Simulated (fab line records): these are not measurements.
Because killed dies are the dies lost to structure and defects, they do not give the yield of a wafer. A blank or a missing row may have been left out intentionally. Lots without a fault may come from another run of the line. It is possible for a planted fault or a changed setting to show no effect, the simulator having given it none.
Lot-split experiment || flow n5_finfet || 21 wafers read from 7 lots, route of 1938 steps

== ABOUT THE SPLIT ==
At N5_ZERO_LAYER_ETCH_18 (etches Si in HBr/Cl2, target depth 120 nm, time 40 s), the setting icp_w was moved away from the recipe's 800 W on 7 of the 21 wafers read, by +5.5% to +16.4%. All remaining wafers had this setting at the recipe value.

The reading comes from the split's own step.

== THE READING ==
etch.depth_nm (the simulator's own value, which no gauge read), in nm, at N5_ZERO_LAYER_ETCH_18 (etches Si in HBr/Cl2, target depth 120 nm, time 40 s). There is no usual value for it anywhere in the file. Average 121.2 nm, standard deviation 1.7 nm, over the 14 wafers here run with the recipe.

{"wafer": "L083.1", "tool, chamber at the split": "rie_si-02, 2", "icp_w as run, W": 843.7, "against the recipe": "+5.5%", "etch.depth_nm, nm": 128.6, "against lot-mates on the recipe": "+9.6"}
{"wafer": "L083.3", "tool, chamber at the split": "rie_si-02, 3", "icp_w as run, W": 843.7, "against the recipe": "+5.5%", "etch.depth_nm, nm": 122.9, "against lot-mates on the recipe": "+3.9"}
{"wafer": "L083.4", "tool, chamber at the split": "rie_si-02, 0", "icp_w as run, W": 800, "against the recipe": "recipe", "etch.depth_nm, nm": 119, "against lot-mates on the recipe": "-"}
{"wafer": "L085.2", "tool, chamber at the split": "rie_si-06, 0", "icp_w as run, W": 887.1, "against the recipe": "+10.9%", "etch.depth_nm, nm": 130.5, "against lot-mates on the recipe": "+8.6"}
{"wafer": "L085.3", "tool, chamber at the split": "rie_si-06, 1", "icp_w as run, W": 887.1, "against the recipe": "+10.9%", "etch.depth_nm, nm": 126.8, "against lot-mates on the recipe": "+4.9"}
{"wafer": "L085.6", "tool, chamber at the split": "rie_si-06, 1", "icp_w as run, W": 800, "against the recipe": "recipe", "etch.depth_nm, nm": 121.9, "against lot-mates on the recipe": "-"}
{"wafer": "L089.4", "tool, chamber at the split": "rie_si-01, 0", "icp_w as run, W": 800, "against the recipe": "recipe", "etch.depth_nm, nm": 123.5, "against lot-mates on the recipe": "-"}
{"wafer": "L089.5", "tool, chamber at the split": "rie_si-01, 2", "icp_w as run, W": 800, "against the recipe": "recipe", "etch.depth_nm, nm": 121, "against lot-mates on the recipe": "-"}
{"wafer": "L089.6", "tool, chamber at the split": "rie_si-01, 3", "icp_w as run, W": 800, "against the recipe": "recipe", "etch.depth_nm, nm": 121.8, "against lot-mates on the recipe": "-"}
{"wafer": "L090.1", "tool, chamber at the split": "rie_si-01, 1", "icp_w as run, W": 800, "against the recipe": "recipe", "etch.depth_nm, nm": 120.4, "against lot-mates on the recipe": "-"}
{"wafer": "L090.2", "tool, chamber at the split": "rie_si-01, 0", "icp_w as run, W": 800, "against the recipe": "recipe", "etch.depth_nm, nm": 122.2, "against lot-mates on the recipe": "-"}
{"wafer": "L090.5", "tool, chamber at the split": "rie_si-01, 1", "icp_w as run, W": 912.6, "against the recipe": "+14.1%", "etch.depth_nm, nm": 128.1, "against lot-mates on the recipe": "+6.8"}
{"wafer": "L092.1", "tool, chamber at the split": "rie_si-01, 1", "icp_w as run, W": 800, "against the recipe": "recipe", "etch.depth_nm, nm": 120.6, "against lot-mates on the recipe": "-"}
{"wafer": "L092.2", "tool, chamber at the split": "rie_si-01, 3", "icp_w as run, W": 800, "against the recipe": "recipe", "etch.depth_nm, nm": 122.3, "against lot-mates on the recipe": "-"}
{"wafer": "L092.5", "tool, chamber at the split": "rie_si-01, 0", "icp_w as run, W": 800, "against the recipe": "recipe", "etch.depth_nm, nm": 123.2, "against lot-mates on the recipe": "-"}
{"wafer": "L094.1", "tool, chamber at the split": "rie_si-06, 0", "icp_w as run, W": 904.2, "against the recipe": "+13.0%", "etch.depth_nm, nm": 130.2, "against lot-mates on the recipe": "+10.8"}
{"wafer": "L094.4", "tool, chamber at the split": "rie_si-06, 0", "icp_w as run, W": 800, "against the recipe": "recipe", "etch.depth_nm, nm": 122.3, "against lot-mates on the recipe": "-"}
{"wafer": "L094.5", "tool, chamber at the split": "rie_si-06, 2", "icp_w as run, W": 800, "against the recipe": "recipe", "etch.depth_nm, nm": 116.5, "against lot-mates on the recipe": "-"}
{"wafer": "L095.2", "tool, chamber at the split": "rie_si-01, 0", "icp_w as run, W": 800, "against the recipe": "recipe", "etch.depth_nm, nm": 120.5, "against lot-mates on the recipe": "-"}
{"wafer": "L095.4", "tool, chamber at the split": "rie_si-01, 1", "icp_w as run, W": 800, "against the recipe": "recipe", "etch.depth_nm, nm": 122, "against lot-mates on the recipe": "-"}
{"wafer": "L095.6", "tool, chamber at the split": "rie_si-01, 0", "icp_w as run, W": 930.9, "against the recipe": "+16.4%", "etch.depth_nm, nm": 130.2, "against lot-mates on the recipe": "+8.9"}

THE FIT
A straight line over all 21 wafers: etch.depth_nm changes by +0.602 nm for each +1% of icp_w; r = +0.87; the points scatter about the line by 2 nm.
The same after taking each lot's own level away (the mean of its wafers on the recipe; 21 wafers): +0.624 nm for each +1%; r = +0.87; scatter 2.1 nm.
According to that fit, moving icp_w by its largest amount changes the reading by 10 nm.
The span of the lots' own levels, 119.00 to 122.10 nm, comes to 1.8 times the standard deviation stated above.
Consequently the slope shifts little with the lot-to-lot level, the two slopes agreeing.
Check: for one of the wafers moved furthest among these (+16.4%), held out of the fit, the line's prediction against its lot-mates is +11.1 nm. It came out at +8.95 nm against them.

== THE WHOLE CHAIN: every reading that the file lists as answering this split, in the file's order ==
{"step": "N5_ZERO_LAYER_ETCH_18", "what it does": "etches Si in HBr/Cl2, target depth 120 nm, time 40 s", "reading": "ZERO_LAYER.feature_depth_nm (the simulator's own value, which no gauge read)", "change (the file's fit)": "+0.63 nm for each +1% of the setting", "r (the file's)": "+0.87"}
{"step": "N5_ZERO_LAYER_ETCH_18", "what it does": "etches Si in HBr/Cl2, target depth 120 nm, time 40 s", "reading": "etch.depth_nm (the simulator's own value, which no gauge read)", "change (the file's fit)": "+0.63 nm for each +1% of the setting", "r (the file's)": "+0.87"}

== FILE'S OWN FIT ==
etch.depth_nm changes by +0.63 nm for each +1% of icp_w, r = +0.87.
